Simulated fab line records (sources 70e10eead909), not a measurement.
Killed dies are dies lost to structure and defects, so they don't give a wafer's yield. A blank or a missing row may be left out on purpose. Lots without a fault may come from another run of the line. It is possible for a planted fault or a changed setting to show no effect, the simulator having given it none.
A struck lot beside a sound one    flow nand_harc    14 steps out of a route of 1159
Sound: these wafers, L864.1, L864.2, L864.5. Struck: wafer L876.4 (left out: L876.2, L876.6 of the same lot, which were not struck); the cause appears at the end.
Per side, at each step with rows, come the tool, then ch with its chambers, and then its first start. Under that, the readings that differ: sound wafers    struck wafers    difference of the means    sigmas: that difference in standard deviations of wafers without a fault.
alike: readings with means less than 2 such deviations apart, plus words and numbers identical on both sides. not compared: withheld readings, readings lacking a value on some wafer, bounds such as >300 that could conceal the same value, and numbers that have no deviation in the record and whose values overlap.
The two part at a step that has a row with sigmas, a row that says differs or no value, or rows on one side only. When numbers do not overlap yet have no deviation, they are printed without sigmas and do not part them. Lack of a reading on every wafer of one side parts them only where that side has two or more wafers.

first, 5 steps without rows for these wafers: NHARC_A_STAIRCASE_EBR_180; NHARC_A_STAIRCASE_EXPOSE_181 (exposes mask STAIR 2); NHARC_A_STAIRCASE_PEB_182 (peb time 130 s); NHARC_A_STAIRCASE_DEVELOP_183 (time 140 s); NHARC_A_STAIRCASE_HARDBAKE_185 (time 140 s).
NHARC_A_STAIRCASE_DESCUM_186: chemistry O2, time 3 s.
  sound on rie_diel-08 ch 0,3, day 11 04:47; struck on rie_diel-01 ch 3, day 14 08:29
reading                      sound        struck  difference  sigmas
drypump_motor_current_A (A)  6.5 6.2 6.2  5.0     -1.3        -3
  alike: oes_product_au, rf_vpp_V, showerhead_plenum_p_Torr, throttle_valve_pct
  not compared: rf_hours_counter_h
then, 1 step without rows for these wafers: NHARC_A_STAIRCASE_TRIM_187 (chemistry O2, time 211.2 s).
NHARC_A_STAIRCASE_ETCH_188: etches the open film in C4F8/O2, target depth 100 nm, time 40.5 s.
  sound: rie_diel-08 ch 1,3; struck: rie_diel-01 ch 3
reading                sound              struck  difference  sigmas
oes_product_au (a.u.)  0.967 0.961 0.979  0.922   -0.047      -3
  alike: rf_vpp_V, run_length_s
  not compared: rf_hours_counter_h
NHARC_A_STAIRCASE_TRIM_189: chemistry O2, time 211.2 s.
  sound: rie_diel-08 ch 2,3; struck: rie_diel-01 ch 1
reading                      sound           struck  difference  sigmas
drypump_motor_current_A (A)  6.5 6.2 6.2     5.2     -1.1        -2
rf_vpp_V (V)                 57.3 57.4 58.6  59.8    +2.0        +2
  alike: oes_product_au, showerhead_plenum_p_Torr, throttle_valve_pct
  not compared: rf_hours_counter_h
then, 1 step without rows for these wafers: NHARC_A_STAIRCASE_ETCH_190 (etches the open film in C4F8/O2, target depth 100 nm, time 40.5 s).
NHARC_A_STAIRCASE_TRIM_191: chemistry O2, time 211.2 s.
  sound: rie_diel-08 ch 1,2; struck: rie_diel-01 ch 3
reading                      sound                 struck  difference  sigmas
drypump_motor_current_A (A)  6.1 6.3 6.3           5.1     -1.1        -3
throttle_valve_pct (%)       17.030 17.024 17.013  17.051  +0.029      +3
  alike: oes_product_au, rf_vpp_V, showerhead_plenum_p_Torr
  not compared: rf_hours_counter_h
NHARC_A_STAIRCASE_ETCH_192: etches the open film in C4F8/O2, target depth 100 nm, time 40.5 s.
  sound on rie_diel-08 ch 0,1, day 11 05:31; struck on rie_diel-01 ch 2, day 14 09:16
reading           sound           struck  difference  sigmas
run_length_s (s)  63.1 61.7 61.6  49.8    -12.3       -23
  alike: oes_product_au, rf_vpp_V
  not compared: rf_hours_counter_h
NHARC_A_STAIRCASE_TRIM_193: chemistry O2, time 211.2 s.
  sound: rie_diel-08 ch 0,3; struck: rie_diel-01 ch 3
reading                      sound        struck  difference  sigmas
drypump_motor_current_A (A)  6.2 6.5 6.5  5.1     -1.3        -3
  alike: oes_product_au, rf_vpp_V, showerhead_plenum_p_Torr, throttle_valve_pct
  not compared: rf_hours_counter_h
-- record jumps: 8 days between struck wafers' starts before vs after; left off in module A_STAIRCASE, resumes in module END, first step shown is number 1159 of the route --
NHARC_END_SORT_01:
  sound on prober-01 ch 0, day 20 01:20; struck on prober-01 ch 0, day 22 07:58
reading          sound     struck  difference  sigmas
killed_at_array  12 12 11  672     +660        +66
killed_dies      16 18 15  677     +661        +66
killed_short     0 1 2     4       +3          +2
  alike: killed_at_other, killed_at_periphery, killed_open

WHERE THEY PART
First at NHARC_A_STAIRCASE_DESCUM_186; last, within this record, at NHARC_END_SORT_01.

WHY: whatever the simulator had introduced
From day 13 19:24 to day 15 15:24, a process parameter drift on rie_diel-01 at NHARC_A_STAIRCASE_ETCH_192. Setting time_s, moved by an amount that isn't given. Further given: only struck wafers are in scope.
